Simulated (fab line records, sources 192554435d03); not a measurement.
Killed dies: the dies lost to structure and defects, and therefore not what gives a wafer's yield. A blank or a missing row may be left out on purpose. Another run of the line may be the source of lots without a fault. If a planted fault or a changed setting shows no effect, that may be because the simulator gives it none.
Comparing a struck lot with a sound one | flow n5Finfet | 38 steps out of a route of 1938
Sound: these wafers, L128.2, L128.5, L128.6. Struck: wafer L123.4. (L123.1, L123.3 of the same lot were not struck and are left out.) The cause comes at the end.
Order at every step that has rows: each side's tool, ch and its chambers, its first start. Under that, the readings that differ: sound wafers | struck wafers | difference of the means | sigmas: that difference in standard deviations of wafers without a fault.
alike: readings with means less than 2 such deviations apart, plus words and numbers identical on both sides. not compared: withheld readings, readings lacking a value on some wafer, bounds such as >300 that could conceal the same value, and numbers that have no deviation in the record and whose values overlap.
Wherever a step has rows on one side only, a row that says differs or no value, or a row with sigmas, the two part there. Non-overlapping numbers with no deviation appear without sigmas and do not part them. Lack of a reading on every wafer of one side parts them only where that side has two or more wafers.

first, 10 steps without rows for these wafers: N5_DUMMY_GATE_ETCH_23 (etches poly-Si in HBr/Cl2/O2, target depth 41 nm, time 22.3 s); N5_DUMMY_GATE_ETCH_44 (etches poly-Si in HBr/O2, stops on SiO2, target depth 127.5 nm); N5_DUMMY_GATE_ETCH_42 (etches SiO2 in CHF3/O2, target depth 3.5 nm, time 31 s); N5_DUMMY_GATE_STRIP_48 (strips in N2/H2, time 20 s); N5_DUMMY_GATE_PRECLEAN_33 (cleans in dHF, time 10 s); N5_DUMMY_GATE_PRECLEAN_25 (cleans in O3/DIW, time 45 s); N5_DUMMY_GATE_PRECLEAN_51 (cleans in SC2, time 45 s); N5_DUMMY_GATE_SRD_26 (time 30 s); N5_DUMMY_GATE_UV_OZONE_45 (time 120 s); N5_SPACER0_ALD_07 (deposits SiNx, target thk 2 nm).
N5_SPACER0_ALD_00: deposits SiOCN, target thk 3.5 nm, pulse time 3 s, purge time 2 s.
  sound on aldSin-02 ch 0,3, day 8 12:14; struck on aldSin-04 ch 3, day 7 08:44
reading                                  | sound       | struck | difference | sigmas
aldCycles                                | 58 58 58    | 65     | +7         | 
model.SiOCN_of_SPACER0_ALD_00.thkNm (nm) | 3.4 3.4 3.4 | 4      | +1         | 
  alike: heaterPowerW, precursorPulseHeightRel
then, 25 steps without rows for these wafers: N5_SPACER0_ALD_08 (deposits SiNx, target thk 2 nm); N5_SD_EPI_N_COAT_32 (time 60 s, resist thk 350 nm); N5_SD_EPI_N_COAT_33 (time 60 s, resist thk 35 nm); N5_SD_EPI_N_COAT_03 (resist thk 150 nm); N5_SD_EPI_N_EBR_05; N5_SD_EPI_N_SOFTBAKE_04 (time 60 s); N5_SD_EPI_N_EXPOSE_06 (exposes mask SD N BLK, target cd 120 nm); N5_SD_EPI_N_PEB_07 (peb time 60 s); N5_SD_EPI_N_DEVELOP_08 (develop time 30 s); N5_SD_EPI_N_DESCUM_14 (chemistry O2, time 7.9 s); N5_SD_EPI_N_ETCH_34 (etches SiARC in CF4, target depth 45.5 nm, time 75.8 s); N5_SD_EPI_N_ETCH_35 (etches SOC in N2/H2, overetch 108 nm, time 486 s); N5_SD_EPI_N_STRIP_36 (strips in N2/H2); N5_SD_EPI_N_ETCHBACK_44 (etches SiNx in CH3F/O2, stops on SiO2, target depth 14.5 nm); N5_SD_EPI_N_ETCH_45 (etches SiOCN in CH3F/O2, target depth 6 nm); N5_SD_EPI_N_ETCH_16 (etches SiO2 in CHF3/O2, target depth 5 nm); N5_SD_EPI_N_STRIP_47 (strips in CHF3/O2); N5_SD_EPI_N_SD_RECESS_17 (chemistry HBr/Cl2/O2, target depth 41 nm, time 23.7 s, bt time 3 s); N5_SD_EPI_N_STRIP_38 (strips in N2/H2); N5_SD_EPI_N_WET_ETCH_43 (etches SiO2 in dHF, time 14 s, target depth 1.5 nm); N5_SD_EPI_N_STRIP_18 (strips in SPM, time 750 s); N5_SD_EPI_N_SRD_20 (time 30 s); N5_SD_EPI_N_PRECLEAN_48 (cleans in NF3:NH3, afs cycles 2, time 20 s, sublimation time 60 s); N5_SD_EPI_N_VAPOR_ETCH_50 (etches Si in HCl, time 54 s); N5_SD_EPI_N_EPI_21 (deposits Si:P, time 690 s).
N5_SD_EPI_P_PRECLEAN_32: cleans in dHF, time 10 s.
  sound on wetBench-02 ch 1,2,7, day 9 00:28; struck on wetBench-04 ch 3, day 7 18:46
reading                                  | sound       | struck | difference | sigmas
model.SiOCN_of_SPACER0_ALD_00.thkNm (nm) | 3.4 3.4 3.4 | 3.8    | +0.4       | 
-- record jumps: 6 days separate the struck wafers' starts on either side; left off in module SD_EPI_P, taken up again in module BEOL_M4, whose first shown step is the route's number 1111 --
N5_BEOL_M4_RC_MEAS_101:
  sound on prober-02 ch 0, day 14 15:51; struck on prober-01 ch 0, day 13 13:19
reading         | sound                | struck | difference | sigmas
DIBL_N (mV/V)   | 36.4 36.3 37.8       | 34.0   | -2.8       | -2
DIBL_P (mV/V)   | 37.5 37.1 37.9       | 33.7   | -3.8       | -3
IOFF_N (nA/um)  | 0.167 0.158 0.193    | 0.118  | -0.055     | -2
IOFF_P (nA/um)  | 0.238 0.233 0.260    | 0.146  | -0.098     | -4
ION_N (uA/um)   | 683 688 685          | 665    | -20        | -2
ION_P (uA/um)   | 474 475 473          | 449    | -25        | -4
REXT_N (ohm.um) | 74.8 75.2 76.1       | 80.4   | +5.0       | +3
VT_P (mV)       | -248.2 -246.6 -248.3 | -257.8 | -10.1      | -4
  alike: SS_N, SS_P, VT_N

== WHERE THEY PART ==
Only at N5_BEOL_M4_RC_MEAS_101, as far as this record shows.

WHY: the cause the simulator had injected
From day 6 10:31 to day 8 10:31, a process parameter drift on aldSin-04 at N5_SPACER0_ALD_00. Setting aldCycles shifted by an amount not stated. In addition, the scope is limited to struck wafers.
